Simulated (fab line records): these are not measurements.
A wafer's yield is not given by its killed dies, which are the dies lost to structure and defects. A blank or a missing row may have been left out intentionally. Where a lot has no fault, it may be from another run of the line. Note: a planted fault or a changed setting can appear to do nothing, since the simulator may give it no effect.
A struck lot beside a sound one | flow nand harc | 15 steps out of a route of 1159
Sound: the wafers L266.2, L266.3, L266.6. Struck: wafer L286.6. (L286.5 of the same lot was not struck and is left out.) The cause comes at the end.
For every step that has rows: the tool of each side, followed by ch and its chambers, followed by its first start. Under that, the readings that differ: sound wafers | struck wafers | difference of the means | sigmas: that difference in standard deviations of wafers without a fault.
alike: readings with means less than 2 such deviations apart, plus words and numbers identical on both sides. not compared: withheld readings, readings lacking a value on some wafer, bounds such as >300 that could conceal the same value, and numbers that have no deviation in the record and whose values overlap.
A row with sigmas, a row that says differs or no value, or rows on one side alone: a step with any of these is where the two part. When numbers do not overlap yet have no deviation, they are printed without sigmas and do not part them. A reading that every wafer of one side lacks parts them only if that side has two wafers or more.

first, 1 step without rows for these wafers: NHARC_A_ONON_D1_DEP_00 (target thk 1000 nm).
NHARC_A_ONON_D1_THK_MEAS_02: measures by ellipsometry.
  sound on film metro-02, day 8 03:14; struck on film metro-02, day 12 14:52
  reading     | sound       | struck | difference | sigmas
  thk nm (nm) | 986 985 987 | 1023   | +37        | +4
following that, 1 step holds no rows for these wafers, namely NHARC_A_ONON_D1_DEP_03 (target thickness 1000 nm).
NHARC_A_ONON_D1_THK_MEAS_05: measures by ellipsometry.
  sound on film metro-02, day 8 03:49; struck on film metro-02, day 12 15:26
  alike: thk nm
following that, 1 step holds no rows for these wafers, namely NHARC_A_ONON_D1_DEP_06 (target thickness 1000 nm).
NHARC_A_ONON_D1_THK_MEAS_08: measures by ellipsometry.
  sound on film metro-02, day 8 04:22; struck on film metro-02, day 12 16:02
  alike: thk nm
following that, 1 step holds no rows for these wafers, namely NHARC_A_ONON_D1_DEP_09 (target thickness 1000 nm).
NHARC_A_ONON_D1_THK_MEAS_11: measures by ellipsometry.
  sound on film metro-02, day 8 04:59; struck on film metro-02, day 12 16:36
  alike: thk nm
following that, 1 step holds no rows for these wafers, namely NHARC_A_ONON_D1_DEP_12 (target thickness 1000 nm).
NHARC_A_ONON_D1_THK_MEAS_14: measures by ellipsometry.
  sound on film metro-02, day 8 05:33; struck on film metro-02, day 12 17:10
  alike: thk nm
then, 1 step without rows for these wafers: NHARC_A_ONON_D1_ANNEAL_15 (time 3600 s).
NHARC_A_ONON_D1_DEP_16: target thk 1000 nm.
  sound on pecvd onon-03 ch 0, day 8 12:05; struck on pecvd onon-03 ch 0, day 13 02:25
NHARC_A_ONON_D1_THK_MEAS_18: measures by ellipsometry.
  sound on film metro-01, day 8 12:32; struck on film metro-01, day 13 02:42
  reading     | sound          | struck | difference | sigmas
  thk nm (nm) | 1021 1019 1020 | 757    | -263       | -30
following that, 1 step holds no rows for these wafers, namely NHARC_A_ONON_D1_DEP_19 (target thickness 1000 nm).
-- record jumps: 11 days between struck wafers' starts before vs after; left off in module A_ONON_D1, resumes in module END, first step shown is number 1159 of the route --
NHARC_END_SORT_01:
  at this point the record logs the struck wafers (prober-02 ch 0, day 24 09:16) and has no rows for the sound ones

== WHERE THEY PART ==
At NHARC_A_ONON_D1_THK_MEAS_02 first; at NHARC_END_SORT_01 last (within this record only).

WHY: what had been put in by the simulator
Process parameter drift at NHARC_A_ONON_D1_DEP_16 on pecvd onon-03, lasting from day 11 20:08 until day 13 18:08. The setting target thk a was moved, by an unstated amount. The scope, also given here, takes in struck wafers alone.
